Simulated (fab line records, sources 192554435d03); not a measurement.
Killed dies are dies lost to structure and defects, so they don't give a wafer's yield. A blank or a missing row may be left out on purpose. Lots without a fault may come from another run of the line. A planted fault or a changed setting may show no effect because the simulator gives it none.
Split-lot experiment | flow n5_finfet | 7 lots, 21 wafers read, on a route of 1938 steps

THE SPLIT
At N5_PASSIVATION_PASS_ETCH_47 (etches SiNx in CF4/O2, target depth 770 nm, time 385 s), the setting source_w was moved away from the recipe's 535 W on 3 of the 21 wafers read, by -6.6% to +16.5%. The other wafers ran this setting at the recipe's value.

The reading is taken at the split's own step.

THE READING
etch.depth_nm (the simulator's own value, which no gauge read), in nm, at N5_PASSIVATION_PASS_ETCH_47 (etches SiNx in CF4/O2, target depth 770 nm, time 385 s). The file gives no usual value for it. The 18 wafers here that ran the recipe average 776.9 nm, standard deviation 14 nm.

wafer  | tool, chamber at the split | source_w as run, W | against the recipe | etch.depth_nm, nm | against lot-mates on the recipe
L076.1 | rie_diel-03, 3             | 535                | recipe             | 765.5             | -
L076.5 | rie_diel-03, 0             | 535                | recipe             | 771.3             | -
L076.6 | rie_diel-03, 1             | 535                | recipe             | 785               | -
L077.2 | rie_diel-02, 1             | 623.4              | +16.5%             | 879.1             | +106.2
L077.4 | rie_diel-02, 3             | 535                | recipe             | 776.9             | -
L077.6 | rie_diel-02, 1             | 535                | recipe             | 768.9             | -
L079.2 | rie_diel-02, 3             | 499.7              | -6.6%              | 724.6             | -41.5
L079.3 | rie_diel-02, 1             | 535                | recipe             | 757.5             | -
L079.4 | rie_diel-02, 3             | 535                | recipe             | 774.7             | -
L085.2 | rie_diel-02, 3             | 535                | recipe             | 784.1             | -
L085.3 | rie_diel-02, 0             | 535                | recipe             | 763.8             | -
L085.4 | rie_diel-02, 2             | 535                | recipe             | 816.3             | -
L086.2 | rie_diel-06, 3             | 535                | recipe             | 776               | -
L086.4 | rie_diel-06, 1             | 535                | recipe             | 781.4             | -
L086.6 | rie_diel-06, 0             | 535                | recipe             | 771.8             | -
L088.2 | rie_diel-06, 1             | 535                | recipe             | 777.6             | -
L088.5 | rie_diel-06, 2,3           | 535                | recipe             | 771.2             | -
L088.6 | rie_diel-06, 2,3           | 535                | recipe             | 771.2             | -
L096.1 | rie_diel-06, 0             | 607.6              | +13.6%             | 902.7             | +117.3
L096.2 | rie_diel-06, 1             | 535                | recipe             | 763.8             | -
L096.4 | rie_diel-06, 0             | 535                | recipe             | 807               | -
Where a row lists several chambers, the file gives one row for several wafers and doesn't say which wafer went through which chamber.

THE FIT
A straight line over all 21 wafers: etch.depth_nm changes by +7.47 nm for each +1% of source_w; r = +0.92; the points scatter about the line by 16 nm.
The same after taking each lot's own level away (the mean of its wafers on the recipe; 21 wafers): +7.2 nm for each +1%; r = +0.94; scatter 13 nm.
On that fit, the largest move of source_w shifts the reading by 1.2e+02 nm.
The lots' own levels span 766.10 to 788.07 nm, that is 1.5 times the standard deviation above.
So the lot-to-lot level changes the slope little: the two slopes agree.
Check: with one of the wafers moved furthest among these (+16.5%) left out of the fit, the line predicts +136 nm for it against its lot-mates. It came out at +106 nm against them.

OTHER SPLITS ON THESE WAFERS
These wafers also went through other splits before the reading. Each is held against what the fit with the lots' levels taken away leaves over:
other split on the same wafers    | wafers away from the commonest value | r with etch.depth_nm (lot level and that fit taken away)
N5_BEOL_M11_TRENCH_ETCH_37 time_s | 5                                    | -0.04
N5_BEOL_M11_DEGAS_44 temp_c       | 6                                    | +0.26
N5_BEOL_M13_ILD_DEP_00 time_s     | 9                                    | -0.07
N5_BEOL_M13_COAT_04 spin_rpm      | 8                                    | +0.15
N5_BEOL_M13_COAT_22 spin_rpm      | 10                                   | -0.07
N5_BEOL_M13_ETCH_68 time_s        | 6                                    | -0.06

THE FILE'S OWN FIT
etch.depth_nm changes by +7.23 nm for each +1% of source_w, r = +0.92.
